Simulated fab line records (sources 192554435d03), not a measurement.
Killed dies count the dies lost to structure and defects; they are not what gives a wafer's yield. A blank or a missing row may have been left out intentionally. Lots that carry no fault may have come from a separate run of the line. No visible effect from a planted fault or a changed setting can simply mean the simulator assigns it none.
One fault seen from 3 desks    flow n5-finfet    what lay behind the numbers comes last; until then each desk has only its own

== AT THE TOOL OWNER'S DESK: rie-diel-04 ==
The tool's own readings at N5_BEOL_M8_ETCH_41 (etches SiCN in CH3F/O2, target depth 31.9 nm, time 57.8 s): means of the sampled wafers that have a number, for each lot that ran on this tool. If a lot's mean is further than 4 standard deviations from the usual mean, the lot is out of limits and carries the mark OUT (the distance appears in the brackets).
Columns: A = CH3F_flow_sccm at N5_BEOL_M8_ETCH_41, usual 30.00 sccm; B = drypump-motor-current-A at N5_BEOL_M8_ETCH_41, usual 5.7 A; C = mfc-ar-sccm at N5_BEOL_M8_ETCH_41, usual 150.0 sccm; D = oes-product-au at N5_BEOL_M8_ETCH_41, usual 0.81 a.u.; E = rf-vpp-V at N5_BEOL_M8_ETCH_41, usual 297.1 V; F = showerhead-plenum-p-Torr at N5_BEOL_M8_ETCH_41, usual 1.99 Torr; G = throttle-valve-pct at N5_BEOL_M8_ETCH_41, usual 16.18 %
lot   first seen here  A      B    C      D     E      F     G
L714  day 9 00:47      29.96  5.4  150.0  0.71  297.3  1.95  16.14
L729  day 13 17:10     30.00  5.4  149.8  0.80  297.2  2.01  16.02
L730  day 13 23:48     30.00  5.4  150.3  0.74  297.4  1.99  16.03
This desk's verdict: no lot among the 3 shows anything out of limits.

== THE DEFECT DESK ==
Inspection counts along the route, by lot: the mean over sampled wafers that carry a number. If a lot's mean is further than 4 standard deviations from the usual mean, the lot is out of limits and carries the mark OUT (the distance appears in the brackets).
Columns: A = raw-defect-count at N5_BEOL_M8_INSPECT_30, usual 402
lot   first seen here  A
L714  day 9 00:27      325
L716  day 10 03:17     391
L729  day 13 16:50     432
L730  day 13 23:28     342
L732  day 14 08:14     347
L731  day 14 20:17     433
This desk's verdict: no lot among the 6 shows anything out of limits.

== AT THE METROLOGY DESK ==
Means of the sampled wafers that have a number, per lot and without regard to the tool the lot ran on: this is what the gauges read. If a lot's mean is further than 4 standard deviations from the usual mean, the lot is out of limits and carries the mark OUT (the distance appears in the brackets).
Columns: A = V7_OVL at N5_BEOL_M8_OVL_MEAS_29, usual 0.1 nm
lot   first seen here  A
L714  day 9 00:23      0.7
L716  day 10 03:13     -0.9
L729  day 13 16:47     -0.5
L730  day 13 23:25     1.3
L732  day 14 08:10     -0.2
L731  day 14 20:14     0.9
This desk's verdict: no lot among the 6 shows anything out of limits.

== BROUGHT TOGETHER ==
Nothing out of limits was seen by the tool owner's desk.
No out-of-limits result turned up at the defect desk.
From the metrology desk's view, nothing was out of limits.

== WHAT THE SIMULATOR HAD INSERTED ==
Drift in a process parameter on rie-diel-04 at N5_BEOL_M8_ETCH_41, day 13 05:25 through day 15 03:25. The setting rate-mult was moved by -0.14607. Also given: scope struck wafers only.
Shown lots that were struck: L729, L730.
